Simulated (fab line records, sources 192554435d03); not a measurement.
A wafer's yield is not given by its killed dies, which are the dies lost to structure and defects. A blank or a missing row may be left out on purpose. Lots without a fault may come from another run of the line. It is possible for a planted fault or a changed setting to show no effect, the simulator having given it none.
Lot-split experiment    flow n5_finfet    7 lots, 21 wafers read, on a route of 1938 steps

## SPLIT DETAILS
At N5_BEOL_M11_COAT_05 (resist thk 90 nm), the setting spin_rpm was moved away from the recipe's 1500 rpm on 6 of the 21 wafers read, by -9.0% to +10.9%. This setting was run at the recipe's value on the other wafers.

## FROM THE SPLIT TO THE READING: what the file shows between them, 3 steps
- N5_BEOL_M11_EBR_07
- N5_BEOL_M11_SOFTBAKE_06: time 60 s
- N5_BEOL_M11_DESCUM_16: chemistry O2, time 7.9 s

## THE READING
CAR-ArF_of_BEOL_M11_COAT_05.thk_nm (the simulator's own value, which no gauge read), in nm, at N5_BEOL_M11_ETCH_61 (etches SiARC in CF4, target depth 39 nm, time 65 s). There is no usual value for it anywhere in the file. The 15 wafers here that ran the recipe average 55.5 nm, standard deviation 0.25 nm.

wafer   tool, chamber at the split  spin_rpm as run, rpm  against the recipe  CAR-ArF_of_BEOL_M11_COAT_05.thk_nm, nm  against lot-mates on the recipe
L075.1  litho_track-01, 0           1500                  recipe              55.2                                    -
L075.3  litho_track-01, 0           1500                  recipe              55.2                                    -
L075.4  litho_track-01, 0           1500                  recipe              55.8                                    -
L077.2  litho_track-05, 0           1663                  +10.9%              51                                      -5.0
L077.3  litho_track-05, 0           1500                  recipe              56                                      -
L077.6  litho_track-05, 0           1663                  +10.9%              51.4                                    -4.6
L078.2  litho_track-05, 0           1500                  recipe              55.4                                    -
L078.4  litho_track-05, 0           1453                  -3.1%               57                                      +1.7
L078.5  litho_track-05, 0           1500                  recipe              55.2                                    -
L082.2  litho_track-04, 0           1500                  recipe              55.4                                    -
L082.4  litho_track-04, 0           1500                  recipe              55.8                                    -
L082.6  litho_track-04, 0           1639                  +9.3%               51.6                                    -4.0
L084.1  litho_track-04, 0           1500                  recipe              55.4                                    -
L084.3  litho_track-04, 0           1365                  -9.0%               59.8                                    +4.4
L084.6  litho_track-04, 0           1365                  -9.0%               60                                      +4.6
L091.1  litho_track-05, 0           1500                  recipe              55.6                                    -
L091.3  litho_track-05, 0           1500                  recipe              55.6                                    -
L091.2  litho_track-05, 0           1500                  recipe              55.8                                    -
L095.3  litho_track-04, 0           1500                  recipe              55.2                                    -
L095.5  litho_track-04, 0           1500                  recipe              55.6                                    -
L095.6  litho_track-04, 0           1500                  recipe              55.6                                    -

FIT RESULTS
A straight line over all 21 wafers: CAR-ArF_of_BEOL_M11_COAT_05.thk_nm changes by -0.435 nm for each +1% of spin_rpm; r = -0.99; the points scatter about the line by 0.29 nm.
The same after taking each lot's own level away (the mean of its wafers on the recipe; 21 wafers): -0.463 nm for each +1%; r = -1.00; scatter 0.22 nm.
On that fit, the largest move of spin_rpm shifts the reading by 5 nm.
The lots' own levels span 55.30 to 56.00 nm, that is 2.8 times the standard deviation above.
Hence the lot-to-lot level has little effect on the slope; both slopes agree.
Check: -4.93 nm against its lot-mates is what the line predicts for one of the wafers moved furthest among these (+10.9%) when that wafer is left out of the fit. Against them it came out at -5 nm.

## THE WHOLE CHAIN: every reading that the file lists as answering this split, in the file's order
step                 what it does                                        reading                                                                              change (the file's fit)                r (the file's)
N5_BEOL_M11_COAT_05  resist thk 90 nm                                    CAR-ArF_of_BEOL_M11_COAT_05.thk_nm (the simulator's own value, which no gauge read)  -0.448 nm for each +1% of the setting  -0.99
N5_BEOL_M11_ETCH_61  etches SiARC in CF4, target depth 39 nm, time 65 s  CAR-ArF_of_BEOL_M11_COAT_05.thk_nm (the simulator's own value, which no gauge read)  -0.458 nm for each +1% of the setting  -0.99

## THE FILE'S OWN FIT
CAR-ArF_of_BEOL_M11_COAT_05.thk_nm changes by -0.458 nm for each +1% of spin_rpm, r = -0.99.
